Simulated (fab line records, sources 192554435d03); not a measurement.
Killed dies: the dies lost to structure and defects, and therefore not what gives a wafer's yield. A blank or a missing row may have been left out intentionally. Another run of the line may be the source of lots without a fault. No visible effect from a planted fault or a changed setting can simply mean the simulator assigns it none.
fab line records -- flow n5-finfet
[record] lots = 8, wafers = 24, last-day = 17
route steps=1938 shown BEOL_M2@859 BEOL_M4@1111
lots that met no fault: from a run of the same line without faults
start-h: hours from the record's opening day to when the first of the lot's shown wafers began -- wait-h: hours from the lot's prior step to this one -- " the same as in the row above -- L1.1+2: a row that stands for several wafers -- - no value present, or no start provided -- * or withheld: withheld -- < > ~ a bound
route shown NAME@n: NAME is a module with steps in the file, n the number in the route of the first one -- usual: mean/standard deviation taken from wafers without a fault -- same: alike in all rows -- chamber/n: place in a boat -- sites: readings site by site -- _std_site: the standard deviation of these -- _edge_site: the outer-site mean with the inner-site mean subtracted -- radius-mm: how far each site lies from the wafer's centre -- mask NAME#n: copy n -- behind: the most recent tool/chamber to have shaped the wafer -- hold: the reason the lot was held/the length of the hold in hours/how it ended -- device: which transistor (n, p or np) failed to switch -- end of line: the tests these same wafers got at the end of their route -- a step given without rows: its recipe and nothing more -- killed: count of dies lost to structure and defects at first sort (not the wafer's yield) -- map: shows each die of a wafer: x if killed, . if not, _ if none is there
set.NAME: the setting the step ran with; set.NAME@STEP: the setting that earlier step ran with -- model.NAME: the simulator's own value behind a step, which no gauge read
the route's steps for a sample of lots (tables are steps, rows are wafers)
services: when a tool's chamber went out of use (start-h, in hours from the record's first day, below 0 if earlier), for how many hours, and the reason
[[steps]]
[step N5_BEOL_M2_ETCH_63]
[recipe] chemistry = CF4, target = SiARC, target-depth-a = 156, mask-material = CAR-EUV, time-s = 26, ion-energy-ev = 80, pressure-mtorr = 40, source-w = 545, bias-w = 36, Ar_flow_sccm = 100, cf4-flow-sccm = 100, ends = cleared
[usual] bias-w = 35.99/0.11, drypump-motor-current-A = 5.8/0.39, etch-rf-on-time-s = 26.0/0.55, oes-product-au = 0.68/0.083, rf-vpp-V = 184.2/1.1, showerhead-plenum-p-Torr = 2.15/0.078, throttle-valve-pct = 15.59/0.24
lot.wafer,tool,chamber,start-h,wait-h,bias-w,drypump-motor-current-A,etch-rf-on-time-s,oes-product-au,rf-hours-counter-h,rf-vpp-V,showerhead-plenum-p-Torr,throttle-valve-pct
L191.1,rie-diel-04,1,155.81,0.0,36.17,6.1,25.8,0.74,52,185.0,2.17,15.35
L191.3,rie-diel-04,3,155.81,0.0,36.07,5.7,25.3,0.59,242,184.7,2.19,15.81
L191.6,rie-diel-04,0,155.81,0.0,36.01,6.4,26.4,0.61,-,185.0,2.21,16.23
L194.1,rie-diel-05,1,184.10,0.0,35.97,5.6,26.7,0.59,208,183.1,2.03,15.60
L194.3,rie-diel-05,0,184.10,0.0,35.95,6.6,26.4,0.68,106,185.6,2.25,15.71
L194.5,rie-diel-05,0,184.10,0.0,35.99,6.6,26.4,0.69,-,185.7,2.25,15.71
L195.1,rie-diel-03,3,186.37,0.0,35.82,5.5,25.9,0.77,21,182.8,2.10,15.55
L195.2,rie-diel-03,0,186.37,0.0,36.10,5.8,26.8,0.59,215,183.7,2.21,15.39
L195.3,rie-diel-03,1,186.37,0.0,35.87,5.8,25.8,0.74,31,185.1,2.16,15.50
L196.2,rie-diel-04,0,190.17,0.0,36.08,6.4,25.9,0.60,244,184.4,2.20,16.27
L196.3,rie-diel-04,2,190.17,0.0,35.92,5.5,26.2,0.62,186,181.9,2.06,15.67
L196.5,rie-diel-04,0,190.17,0.0,36.13,6.4,25.7,0.60,-,185.7,2.20,16.26
L199.1,rie-diel-03,1,208.65,0.0,35.86,5.8,25.5,0.73,41,184.4,2.16,15.53
L199.4,rie-diel-03,2,208.65,0.0,36.15,5.9,26.8,0.58,248,181.7,2.03,15.67
L199.5,rie-diel-03,0,208.65,0.0,35.84,5.8,26.5,0.58,-,184.3,2.21,15.41
L200.2,rie-diel-05,3,216.46,0.0,35.99,5.7,26.2,0.59,229,182.6,2.11,15.65
L200.5,rie-diel-05,1,216.46,0.0,36.04,5.6,27.1,0.58,-,183.9,2.03,15.62
L200.6,rie-diel-05,2,216.46,0.0,35.91,5.1,26.0,0.75,-,184.7,2.28,15.25
L201.3,rie-diel-03,1,219.92,0.0,35.89,5.8,26.0,0.72,46,184.1,2.16,15.53
L201.4,rie-diel-03,3,219.92,0.0,35.91,5.5,25.7,0.77,-,183.6,2.10,15.56
L201.6,rie-diel-03,1,219.92,0.0,35.81,5.8,25.9,0.72,-,183.9,2.16,15.54
L209.1,rie-diel-05,1,273.45,0.0,36.00,5.6,26.9,0.58,242,182.6,2.02,15.68
L209.2,rie-diel-05,0,273.45,0.0,36.01,6.6,26.3,0.66,140,184.6,2.24,15.75
L209.3,rie-diel-05,3,273.45,0.0,35.99,5.7,25.9,0.58,248,184.0,2.11,15.69
[step N5_BEOL_M2_HM_OPEN_17]
[recipe] chemistry = Cl2/BCl3, target-depth-a = 200, overetch-a = 60, target = TiN, mask-material = SOC, ion-energy-ev = 150, pressure-mtorr = 10, icp-w = 1000, bias-w = 126, Cl2_flow_sccm = 53.25, bcl3-flow-sccm = 21.75, Ar_flow_sccm = 25
[usual] bias-w = 125.9/0.38, drypump-motor-current-A = 5.4/0.39, oes-product-au = 0.66/0.096, throttle-valve-pct = 22.1/0.41
lot.wafer,tool,chamber,start-h,wait-h,bias-w,drypump-motor-current-A,oes-product-au,rf-hours-counter-h,throttle-valve-pct
L191.1,rie-metal-03,1,156.01,0.0,126.2,5.3,0.65,44,22.3
L191.3,rie-metal-03,1,156.01,0.0,126.5,5.3,0.64,-,22.3
L191.6,rie-metal-03,0,156.01,0.0,125.7,5.6,0.78,-,22.6
L194.1,rie-metal-01,0,184.30,0.0,125.9,5.1,0.65,43,21.6
L194.3,rie-metal-01,0,184.30,0.0,125.9,5.0,0.64,-,21.6
L194.5,rie-metal-01,0,184.30,0.0,126.0,5.1,0.64,-,21.7
L195.1,rie-metal-03,0,186.57,0.0,125.7,5.6,0.77,9,22.6
L195.2,rie-metal-03,1,186.57,0.0,126.8,5.3,0.64,46,22.3
L195.3,rie-metal-03,1,186.57,0.0,126.2,5.3,0.64,-,22.3
L196.2,rie-metal-01,0,190.37,0.0,126.2,5.0,0.65,44,21.6
L196.3,rie-metal-01,1,190.37,0.0,125.9,5.2,0.51,-,22.6
L196.5,rie-metal-01,1,190.37,0.0,125.9,5.1,0.52,-,22.6
L199.1,rie-metal-01,0,208.85,0.0,125.5,5.1,0.64,46,21.6
L199.4,rie-metal-01,0,208.85,0.0,126.1,5.0,0.64,-,21.7
L199.5,rie-metal-01,0,208.85,0.0,125.7,5.1,0.65,-,21.6
L200.2,rie-metal-03,1,216.66,0.0,125.6,5.3,0.63,49,22.3
L200.5,rie-metal-03,0,216.66,0.0,125.5,5.6,0.75,-,22.6
L200.6,rie-metal-03,1,216.66,0.0,125.4,5.3,0.63,-,22.3
L201.3,rie-metal-01,0,220.15,0.1,125.0,5.0,0.63,-,21.6
L201.4,rie-metal-01,1,220.15,0.1,125.5,5.1,0.81,-,22.3
L201.6,rie-metal-01,0,220.15,0.1,125.1,5.0,0.64,-,21.7
L209.1,rie-metal-02,0,273.65,0.0,125.4,6.0,0.74,13,21.6
L209.2,rie-metal-02,0,273.65,0.0,125.0,6.0,0.74,-,21.6
L209.3,rie-metal-02,0,273.65,0.0,125.4,6.0,0.74,-,21.6
[step N5_BEOL_M2_ETCH_77]
[recipe] chemistry = N2/H2, target = underlayer, target-depth-a = 65, mask-material = CAR-EUV, time-s = 5.2, ion-energy-ev = 200, pressure-mtorr = 30, source-w = 840, bias-w = 150, n2-flow-sccm = 200, h2-flow-sccm = 200, ends = cleared
[usual] bias-w = 149.9/0.42, drypump-motor-current-A = 5.8/0.43, etch-rf-on-time-s = 5.19/0.1, oes-product-au = 0.68/0.087, rf-vpp-V = 525/3.2, showerhead-plenum-p-Torr = 2.56/0.1, throttle-valve-pct = 17.80/0.24
lot.wafer,tool,chamber,start-h,wait-h,bias-w,drypump-motor-current-A,etch-rf-on-time-s,oes-product-au,rf-hours-counter-h,rf-vpp-V,showerhead-plenum-p-Torr,throttle-valve-pct
L191.1,rie-diel-05,1,156.99,0.0,149.6,5.6,5.36,0.59,198,519,2.41,17.80
L191.3,rie-diel-05,3,156.99,0.0,149.6,5.7,5.12,0.60,210,523,2.51,17.77
L191.6,rie-diel-05,0,156.99,0.0,149.9,6.7,5.31,0.69,-,527,2.68,17.93
L194.1,rie-diel-05,3,185.20,0.0,149.7,5.7,5.17,0.59,219,521,2.51,17.78
L194.3,rie-diel-05,2,185.20,0.0,149.2,5.1,5.28,0.77,22,532,2.72,17.56
L194.5,rie-diel-05,2,185.20,0.0,149.6,5.1,5.21,0.76,-,530,2.72,17.56
L195.1,rie-diel-04,0,187.35,0.0,150.0,6.4,5.22,0.60,243,526,2.59,18.43
L195.2,rie-diel-04,2,187.35,0.0,150.3,5.5,5.24,0.62,185,519,2.43,17.90
L195.3,rie-diel-04,1,187.35,0.0,150.5,6.1,5.13,0.72,65,525,2.59,17.65
L196.2,rie-diel-05,0,191.04,0.0,149.9,6.6,5.30,0.68,109,529,2.68,17.96
L196.3,rie-diel-05,3,191.04,0.0,149.8,5.7,5.20,0.60,221,523,2.51,17.79
L196.5,rie-diel-05,0,191.04,0.0,150.2,6.6,5.32,0.67,-,527,2.68,17.97
L199.1,rie-diel-04,1,209.71,0.0,150.0,6.1,5.04,0.72,73,524,2.58,17.66
L199.4,rie-diel-04,3,209.71,0.0,149.8,5.7,5.01,0.83,-,526,2.60,17.61
L199.5,rie-diel-04,1,209.71,0.0,149.2,6.1,5.05,0.71,-,525,2.58,17.69
L200.2,rie-diel-05,2,217.34,0.0,150.0,5.1,5.17,0.75,32,528,2.72,17.57
L200.5,rie-diel-05,2,217.34,0.0,149.6,5.1,5.19,0.76,-,528,2.72,17.60
L200.6,rie-diel-05,3,217.34,0.0,149.5,5.7,5.14,0.59,-,524,2.50,17.77
L201.3,rie-diel-05,3,220.93,0.0,149.9,5.7,5.03,0.60,231,523,2.50,17.79
L201.4,rie-diel-05,0,220.93,0.0,150.7,6.6,5.26,0.67,119,528,2.67,17.98
L201.6,rie-diel-05,0,220.93,0.0,150.7,6.6,5.19,0.67,-,528,2.67,17.99
L209.1,rie-diel-05,0,274.63,0.0,150.2,6.6,5.29,0.65,140,525,2.66,18.02
L209.2,rie-diel-05,3,274.63,0.0,150.1,5.7,6.22,0.53,249,521,2.50,17.82
L209.3,rie-diel-05,2,274.63,0.0,149.8,5.1,5.22,0.72,53,529,2.71,17.62
[step N5_BEOL_M2_ETCH_69]
[recipe] chemistry = CF4, target = SiARC, target-depth-a = 156, mask-material = CAR-EUV, time-s = 26, ion-energy-ev = 80, pressure-mtorr = 40, source-w = 545, bias-w = 36, Ar_flow_sccm = 100, cf4-flow-sccm = 100, ends = cleared
[usual] bias-w = 36.00/0.11, drypump-motor-current-A = 5.8/0.42, etch-rf-on-time-s = 26.1/0.52, oes-product-au = 0.68/0.087, rf-vpp-V = 184.2/1.3, showerhead-plenum-p-Torr = 2.16/0.083, throttle-valve-pct = 15.58/0.24
lot.wafer,tool,chamber,start-h,wait-h,bias-w,drypump-motor-current-A,etch-rf-on-time-s,oes-product-au,rf-hours-counter-h,rf-vpp-V,showerhead-plenum-p-Torr,throttle-valve-pct
L191.1,rie-diel-05,1,157.00,0.0,35.91,5.6,26.5,0.60,198,183.7,2.03,15.59
L191.3,rie-diel-05,3,157.00,0.0,35.86,5.7,25.6,0.61,210,184.0,2.12,15.62
L191.6,rie-diel-05,0,157.00,0.0,36.15,6.7,26.4,0.70,-,184.6,2.26,15.69
L194.1,rie-diel-05,3,185.21,0.0,35.83,5.7,25.8,0.60,219,184.9,2.12,15.63
L194.3,rie-diel-05,2,185.21,0.0,35.76,5.1,25.9,0.77,22,184.9,2.29,15.25
L194.5,rie-diel-05,2,185.21,0.0,36.02,5.1,26.0,0.77,-,184.4,2.29,15.26
L195.1,rie-diel-04,0,187.37,0.0,35.84,6.4,25.8,0.60,243,186.1,2.20,16.26
L195.2,rie-diel-04,2,187.37,0.0,35.90,5.5,26.4,0.61,185,182.5,2.06,15.65
L195.3,rie-diel-04,1,187.37,0.0,35.99,6.1,25.6,0.73,65,184.8,2.17,15.37
L196.2,rie-diel-05,0,191.06,0.0,36.01,6.6,26.8,0.68,109,185.4,2.25,15.72
L196.3,rie-diel-05,3,191.06,0.0,36.09,5.7,25.9,0.60,221,184.6,2.11,15.64
L196.5,rie-diel-05,0,191.06,0.0,36.04,6.6,26.4,0.69,-,186.1,2.25,15.72
L199.1,rie-diel-04,1,209.72,0.0,36.16,6.1,25.5,0.72,73,183.7,2.16,15.39
L199.4,rie-diel-04,3,209.72,0.0,35.98,5.7,25.4,0.83,-,185.1,2.18,15.36
L199.5,rie-diel-04,1,209.72,0.0,36.16,6.1,25.7,0.72,-,183.2,2.16,15.39
L200.2,rie-diel-05,2,217.36,0.0,36.05,5.1,25.7,0.77,32,184.8,2.28,15.26
L200.5,rie-diel-05,2,217.36,0.0,36.12,5.1,25.6,0.76,-,183.9,2.28,15.28
L200.6,rie-diel-05,3,217.36,0.0,35.86,5.7,25.6,0.60,-,184.0,2.11,15.66
L201.3,rie-diel-05,3,220.95,0.0,35.93,5.6,25.7,0.60,231,182.2,2.11,15.67
L201.4,rie-diel-05,0,220.95,0.0,36.07,6.6,26.2,0.67,119,184.4,2.25,15.73
L201.6,rie-diel-05,0,220.95,0.0,36.15,6.6,26.3,0.67,-,185.1,2.25,15.73
L209.1,rie-diel-05,0,274.65,0.0,36.01,6.6,26.3,0.66,140,184.5,2.24,15.78
L209.2,rie-diel-05,3,274.65,0.0,36.15,5.7,25.7,0.59,249,182.8,2.11,15.73
L209.3,rie-diel-05,2,274.65,0.0,36.07,5.1,26.0,0.72,53,185.7,2.27,15.32
[step N5_BEOL_M4_RC_MEAS_101]
[usual] DIBL_N = 36.5/1.8, DIBL_P = 36.5/2.1, IOFF_N = 0.17/0.031, IOFF_P = 0.22/0.036, ION_N = 677/11, ION_P = 463/8, SS_N = 71.6/0.61, SS_P = 73.3/0.63, VT_N = 249/3.1, VT_P = -250/3.3
lot.wafer,tool,chamber,start-h,wait-h,DIBL_N[mV/V],DIBL_P[mV/V],IOFF_N[nA/um],IOFF_P[nA/um],ION_N[uA/um],ION_P[uA/um],SS_N[mV/dec],SS_P[mV/dec],VT_N[mV],VT_P[mV]
L191.1,prober-01,0,189.47,0.0,37.0,36.2,0.16,0.20,671,458,71.6,73.5,247,-251
L191.3,prober-01,0,189.47,0.0,38.6,39.5,0.19,0.25,691,474,71.3,74.3,247,-247
L191.6,prober-01,0,189.47,0.0,36.6,36.2,0.15,0.20,676,469,70.8,73.4,249,-248
L194.1,prober-01,0,211.96,0.0,36.8,35.8,0.16,0.21,675,460,71.4,73.3,248,-249
L194.3,prober-01,0,211.96,0.0,33.8,32.8,0.12,0.16,673,459,71.0,72.4,251,-254
L194.5,prober-01,0,211.96,0.0,35.6,34.7,0.15,0.19,670,461,71.0,72.5,249,-248
L195.1,prober-02,0,219.61,0.0,35.0,34.7,0.15,0.20,676,462,71.1,73.3,247,-251
L195.2,prober-02,0,219.61,0.0,35.3,34.6,0.16,0.20,677,465,70.5,72.5,246,-251
L195.3,prober-02,0,219.61,0.0,36.3,35.7,0.16,0.21,678,462,71.2,73.3,250,-251
L196.2,prober-01,0,219.91,0.2,35.8,36.4,0.17,0.23,672,466,71.5,73.6,248,-248
L196.3,prober-01,0,219.91,0.2,34.3,34.1,0.15,0.21,671,465,70.8,72.8,246,-248
L196.5,prober-01,0,219.91,0.2,36.0,36.2,0.17,0.24,672,467,71.8,74.1,248,-245
L199.1,prober-01,0,243.41,0.0,36.8,35.4,0.17,0.22,663,456,71.9,73.8,250,-248
L199.4,prober-01,0,243.41,0.0,37.6,35.9,0.19,0.24,664,454,72.6,73.5,248,-249
L199.5,prober-01,0,243.41,0.0,34.3,33.2,0.14,0.20,667,457,71.6,72.9,250,-249
L200.2,prober-02,0,247.60,0.2,38.1,37.8,0.17,0.20,675,452,72.2,73.4,251,-251
L200.5,prober-02,0,247.60,0.2,38.4,38.9,0.19,0.23,684,464,72.9,74.0,248,-251
L200.6,prober-02,0,247.60,0.2,34.5,34.7,0.12,0.16,672,462,71.4,73.6,252,-255
L201.3,prober-01,0,252.93,0.3,35.1,35.0,0.14,0.20,675,470,71.0,72.8,250,-250
L201.4,prober-01,0,252.93,0.3,37.4,38.1,0.18,0.25,676,462,71.0,73.8,248,-248
L201.6,prober-01,0,252.93,0.3,35.0,35.1,0.14,0.21,684,471,71.4,72.9,249,-249
L209.1,prober-02,0,312.77,0.0,36.9,37.0,0.17,0.25,673,465,71.8,73.1,247,-246
L209.2,prober-02,0,312.77,0.0,38.9,39.9,0.21,0.29,687,476,72.7,73.8,247,-243
L209.3,prober-02,0,312.77,0.0,35.3,35.8,0.16,0.22,683,472,71.2,72.8,250,-248
[[services]]
tool,chamber,start-h,hours,kind
rie-diel-05,0,166.50,3.8,repair
rie-diel-05,3,168.28,4.5,repair
rie-diel-04,3,176.86,-,clean
rie-diel-04,3,176.86,-,consumable-replace:focus-ring
rie-diel-04,3,176.86,19.3,scheduled-down
rie-diel-04,3,176.86,19.3,vent-cycle
rie-metal-01,1,190.93,-,clean
rie-metal-01,1,190.93,20.5,scheduled-down
rie-metal-01,1,190.93,20.5,vent-cycle
rie-diel-03,3,197.84,8.7,repair
rie-diel-04,0,208.14,-,clean
rie-diel-04,0,208.14,-,consumable-replace:focus-ring
rie-diel-04,0,208.14,16.2,scheduled-down
rie-diel-04,0,208.14,16.2,vent-cycle
rie-diel-03,3,214.28,5.1,repair
rie-diel-03,2,219.44,-,clean
rie-metal-02,-,232.71,14.6,pm
rie-diel-03,3,248.74,6.3,repair
rie-diel-04,3,251.44,4.5,repair
rie-metal-03,0,255.47,17.8,repair
rie-diel-05,3,256.33,3.1,repair
rie-diel-03,2,262.22,1.6,repair
rie-metal-02,1,266.73,10.1,repair
rie-diel-04,1,270.31,3.5,repair
[[key]]
[first-sign] step = N5_BEOL_M2_ETCH_77, reading = etch-rf-on-time-s, direction = up, sigmas = 10, usual = *, struck = *
effect none on later readings
met-at N5_BEOL_M2_ETCH_77
struck-lots L209
struck-wafers L209.2
not-acting-at N5_BEOL_M2_ETCH_63,N5_BEOL_M2_HM_OPEN_17,N5_BEOL_M2_ETCH_69
onset-between 220.93 274.63
[fault] kind = process-parameter-drift, tool = rie-diel-05, chamber = 3, onset-h = 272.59, steps = N5_BEOL_M2_ETCH_77, channel = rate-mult, offset = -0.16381, shape = step, end-h = 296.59
